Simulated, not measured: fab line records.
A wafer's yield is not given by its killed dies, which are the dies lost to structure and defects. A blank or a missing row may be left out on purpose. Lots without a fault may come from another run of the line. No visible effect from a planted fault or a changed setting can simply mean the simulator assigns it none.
Split-lot trial -- flow n5_finfet -- on a route of 1938 steps: 7 lots, 21 wafers read

== ABOUT THE SPLIT ==
At N5_BEOL_M13_COAT_58 (time 60 s, resist thk 89 nm), the setting spin_rpm was moved away from the recipe's 1500 rpm on 2 of the 21 wafers read, by -3.7% to +7.2%. For the rest of the wafers, this setting stayed at what the recipe calls for.

== FROM THE SPLIT TO THE READING: what the file shows between them, 4 steps ==
- N5_BEOL_M13_COAT_04: resist thk 400 nm (also split here: spin_rpm)
- N5_BEOL_M13_EBR_06
- N5_BEOL_M13_SOFTBAKE_05: time 60 s
- N5_BEOL_M13_DESCUM_15: chemistry O2, time 7.9 s

== THE READING ==
etch.depth_nm (the simulator's own value, which no gauge read), in nm, at N5_BEOL_M13_ETCH_59 (etches BARC in N2/H2, target depth 89 nm, overetch 26.7 nm, time 67.9 s). No usual value for it is given in the file. The 19 wafers here that ran the recipe average 89.12 nm, standard deviation 0.19 nm.

wafer,"tool, chamber at the split","spin_rpm as run, rpm",against the recipe,"etch.depth_nm, nm",against lot-mates on the recipe
L077.1,"litho_track-04, 0",1500,recipe,89.17,-
L077.4,"litho_track-04, 0",1500,recipe,89.44,-
L077.5,"litho_track-04, 0",1500,recipe,89.23,-
L081.1,"litho_track-02, 0",1500,recipe,89.03,-
L081.2,"litho_track-02, 0",1500,recipe,89.07,-
L081.3,"litho_track-02, 0",1500,recipe,89.2,-
L083.1,"litho_track-03, 0",1444,-3.7%,91.16,+2.09
L083.3,"litho_track-03, 0",1500,recipe,88.97,-
L083.4,"litho_track-03, 0",1500,recipe,89.16,-
L085.1,"litho_track-03, 0",1500,recipe,88.69,-
L085.3,"litho_track-03, 0",1500,recipe,88.84,-
L085.4,"litho_track-03, 0",1500,recipe,89.07,-
L096.1,"litho_track-04, 0",1500,recipe,89.02,-
L096.2,"litho_track-04, 0",1608,+7.2%,85.98,-3.19
L096.5,"litho_track-04, 0",1500,recipe,89.33,-
L095.1,"litho_track-02, 0",1500,recipe,89.13,-
L095.5,"litho_track-02, 0",1500,recipe,89,-
L095.6,"litho_track-02, 0",1500,recipe,88.94,-
L097.3,"litho_track-04, 0",1500,recipe,89.25,-
L097.5,"litho_track-04, 0",1500,recipe,89.42,-
L097.6,"litho_track-04, 0",1500,recipe,89.33,-

FIT RESULTS
A straight line over all 21 wafers: etch.depth_nm changes by -0.461 nm for each +1% of spin_rpm; r = -0.97; the points scatter about the line by 0.2 nm.
The same after taking each lot's own level away (the mean of its wafers on the recipe; 21 wafers): -0.47 nm for each +1%; r = -0.99; scatter 0.14 nm.
On that fit, the largest move of spin_rpm shifts the reading by 3.4 nm.
Across the lots, their own levels run from 88.867 to 89.333 nm, a range of 2.5 times the standard deviation given above.
The two slopes agree, so the slope changes little with the lot-to-lot level.
Check: for one of the wafers moved furthest among these (+7.2%), held out of the fit, the line's prediction against its lot-mates is -4.04 nm. It came out at -3.19 nm against them.

== THESE WAFERS: OTHER SPLITS ==
Other splits were also applied to these wafers ahead of the reading. Each is held against what the fit with the lots' levels taken away leaves over:
other split on the same wafers,wafers away from the commonest value,r with etch.depth_nm (lot level and that fit taken away)
N5_BEOL_M11_TRENCH_ETCH_37 source_w,5,-0.36
N5_BEOL_M11_ALD_74 ald_cycles,9,+0.18
N5_BEOL_M13_COAT_04 spin_rpm,4,-0.16

== THE WHOLE CHAIN: every reading that the file lists as answering this split, in the file's order ==
step,what it does,reading,change (the file's fit),r (the file's)
N5_BEOL_M13_COAT_58,"time 60 s, resist thk 89 nm","BARC_of_BEOL_M13_COAT_58.thk_nm (the simulator's own value, which no gauge read)",-0.469 nm for each +1% of the setting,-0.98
N5_BEOL_M13_ETCH_59,"etches BARC in N2/H2, target depth 89 nm, overetch 26.7 nm, time 67.9 s","etch.depth_nm (the simulator's own value, which no gauge read)",-0.468 nm for each +1% of the setting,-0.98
N5_BEOL_M13_STRIP_64,strips in N2/H2,strip_time_to_endpoint_s,withheld for each +1% of the setting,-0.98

== THE FILE'S OWN FIT ==
etch.depth_nm changes by -0.468 nm for each +1% of spin_rpm, r = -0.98.
